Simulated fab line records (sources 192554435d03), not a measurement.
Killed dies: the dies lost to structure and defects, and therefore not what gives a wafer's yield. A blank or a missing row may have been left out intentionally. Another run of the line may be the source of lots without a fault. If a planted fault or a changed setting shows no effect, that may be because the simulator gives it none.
A struck lot beside a sound one    flow n5 finfet    39 steps out of a route of 1938
Sound: the wafers L671.2, L671.4, L671.5. Struck: wafer L663.3 (left out: L663.5, a lot-mate that was not struck); the cause follows at the end.
Each step with rows lists, per side, the tool, then ch with its chambers, then its first start. Under that, the readings that differ: sound wafers    struck wafers    difference of the means    sigmas: that difference in standard deviations of wafers without a fault.
alike: readings with means less than 2 such deviations apart, plus words and numbers identical on both sides. not compared: withheld readings, readings lacking a value on some wafer, bounds such as >300 that could conceal the same value, and numbers that have no deviation in the record and whose values overlap.
Wherever a step has rows on one side only, a row that says differs or no value, or a row with sigmas, the two part there. Numbers that don't overlap but have no deviation are shown without sigmas and don't part them. A reading that every wafer of one side lacks parts them only if that side has two wafers or more.

first, 9 steps without rows for these wafers: N5_BEOL_M12_SOFTBAKE_23 (time 60 s); N5_BEOL_M12_EXPOSE_25 (exposes mask M12); N5_BEOL_M12_PEB_26 (peb time 90 s); N5_BEOL_M12_DEVELOP_27 (develop time 45 s); N5_BEOL_M12_HARDBAKE_32 (time 120 s); N5_BEOL_M12_DESCUM_33 (chemistry O2, time 7.9 s); N5_BEOL_M12_ETCH_67 (etches SiARC in CF4, target depth 143 nm, time 238.3 s); N5_BEOL_M12_ETCH_68 (etches SOC in N2/H2, time 285 s); N5_BEOL_M12_STRIP_69 (strips in N2/H2).
N5_BEOL_M12_TRENCH_ETCH_34: etches SiOC in C4F8/O2/Ar, target depth 318.95 nm, time 125.5 s.
  sound on rie diel-02 ch 0,1, day 15 05:51; struck on rie diel-01 ch 2, day 12 19:55
reading                   sound              struck  difference  sigmas
model.etch.depth nm (nm)  315.3 316.2 316.9  263.9   -52.2       
  alike: C4F8_flow_sccm, chamber pressure mTorr, drypump motor current A, oes product au, rf fwd power W, rf vpp V, showerhead plenum p Torr, throttle valve pct
  not compared: rf hours counter h
then, 1 step without rows for these wafers: N5_BEOL_M12_STRIP_70 (strips in C4F8/O2/Ar).
N5_BEOL_M12_OCD_MEAS_35:
  sound on ocd-01 at day 15 06:00; struck on ocd-02 at day 12 20:04
reading               sound        struck  difference  sigmas
trench depth nm (nm)  315 316 317  264     -52         -13
then, 11 steps without rows for these wafers: N5_BEOL_M12_STRIP_37 (strips in N2/H2); N5_BEOL_M12_ETCH_38 (etches SiCN in CF4/N2, target depth 68.7 nm, time 73.4 s); N5_BEOL_M12_PRECLEAN_39 (cleans in residue remover, time 60 s); N5_BEOL_M12_SRD_40 (time 30 s, dry time 30 s); N5_BEOL_M12_DEGAS_41 (time 60 s); N5_BEOL_M12_PRE_CLEAN_42 (time 30 s); N5_BEOL_M12_SPUTTER_43 (material TaN, target thk 15 nm, time 24.19 s); N5_BEOL_M12_SPUTTER_44 (material Ta, target thk 10 nm, time 16.13 s); N5_BEOL_M12_SPUTTER_45 (material Cu, target thk 80 nm, time 13.33 s); N5_BEOL_M12_ECD_47 (material Cu, target thk 720 nm); N5_BEOL_M12_ANNEAL_48 (time 90 s).
N5_BEOL_M12_CMP_49: polishes, stops on SiOC, t overpolish 20.6 s, target thk 320 nm.
  sound on cmp-04 ch 0,1,3, day 15 09:04; struck on cmp-03 ch 2, day 13 07:07
reading                                  sound            struck  difference  sigmas
model.Cu_of_BEOL_M12_ECD_47.thk nm (nm)  317.2 316 318.8  264.4   -52.9       
  alike: barrier field endpoint s, clearing platen down force psi, motor current A, overpolish run s
N5_BEOL_M12_THK_MEAS_50: measures by xrf.
  sound on film metro-01 at day 15 09:17; struck on film metro-01 at day 13 07:17
reading       sound        struck  difference  sigmas
M12_THK (nm)  306 305 307  253     -53         -12
then, 2 steps without rows for these wafers: N5_BEOL_M12_PRE_CLEAN_52 (time 15 s); N5_BEOL_M12_DEP_53 (deposits SiCN from 3MS/NH3, target thk 30 nm, time 10.5 s).
N5_BEOL_M12_RS_MEAS_54: a four-point-probe measurement.
  sound on film metro-02 at day 15 09:25; struck on film metro-02 at day 13 07:25
reading          sound                 struck  difference  sigmas
M12_RS (ohm/sq)  0.0604 0.0608 0.0602  0.0732  +0.0127     +16
then, 9 steps without rows for these wafers: N5_BEOL_M13_ILD_DEP_00 (deposits SiOC from DEMS/O2, target thk 837.92 nm, time 166.4 s); N5_BEOL_M13_COAT_58 (time 60 s, resist thk 89 nm); N5_BEOL_M13_COAT_04 (resist thk 400 nm); N5_BEOL_M13_EBR_06; N5_BEOL_M13_SOFTBAKE_05 (time 60 s); N5_BEOL_M13_EXPOSE_07 (exposes mask V12); N5_BEOL_M13_PEB_08 (peb time 90 s); N5_BEOL_M13_DEVELOP_09 (develop time 45 s); N5_BEOL_M13_HARDBAKE_14 (time 120 s).
N5_BEOL_M15_RC_MEAS_101:
  sound on prober-01 ch 0, day 16 04:13; struck on prober-01 ch 0, day 14 00:19
reading                     sound                  struck   difference  sigmas
COMB_M8 (S/m)               2.7e-11 2e-11 2.2e-11  4.2e-11  +1.9e-11    +4
SERP_M12 (ohm/um)           0.645 0.671 0.644      0.800    +0.147      +9
SERP_M12_max_site (ohm/um)  0.661 0.694 0.655      0.818    +0.148      +8
SERP_M9 (ohm/um)            3.05 3.12 3.23         2.88     -0.25       -3
  alike: COMB_M10, COMB_M11, COMB_M13, COMB_M14, COMB_M15, COMB_M5, COMB_M6, COMB_M7, COMB_M9, COMB_M9_max_site, SERP_M10, SERP_M11, SERP_M13, SERP_M14, SERP_M5, SERP_M5_max_site, SERP_M6, SERP_M6_max_site, SERP_M7, SERP_M8
N5_PASSIVATION_PROBE_49:
  rows exist in the record for the struck wafers here (prober-01, day 14 15:17), but not for the sound ones

== WHERE THEY PART ==
Last at N5_PASSIVATION_PROBE_49 as far as this record goes, first at N5_BEOL_M12_OCD_MEAS_35.

WHY: what the simulator had put in
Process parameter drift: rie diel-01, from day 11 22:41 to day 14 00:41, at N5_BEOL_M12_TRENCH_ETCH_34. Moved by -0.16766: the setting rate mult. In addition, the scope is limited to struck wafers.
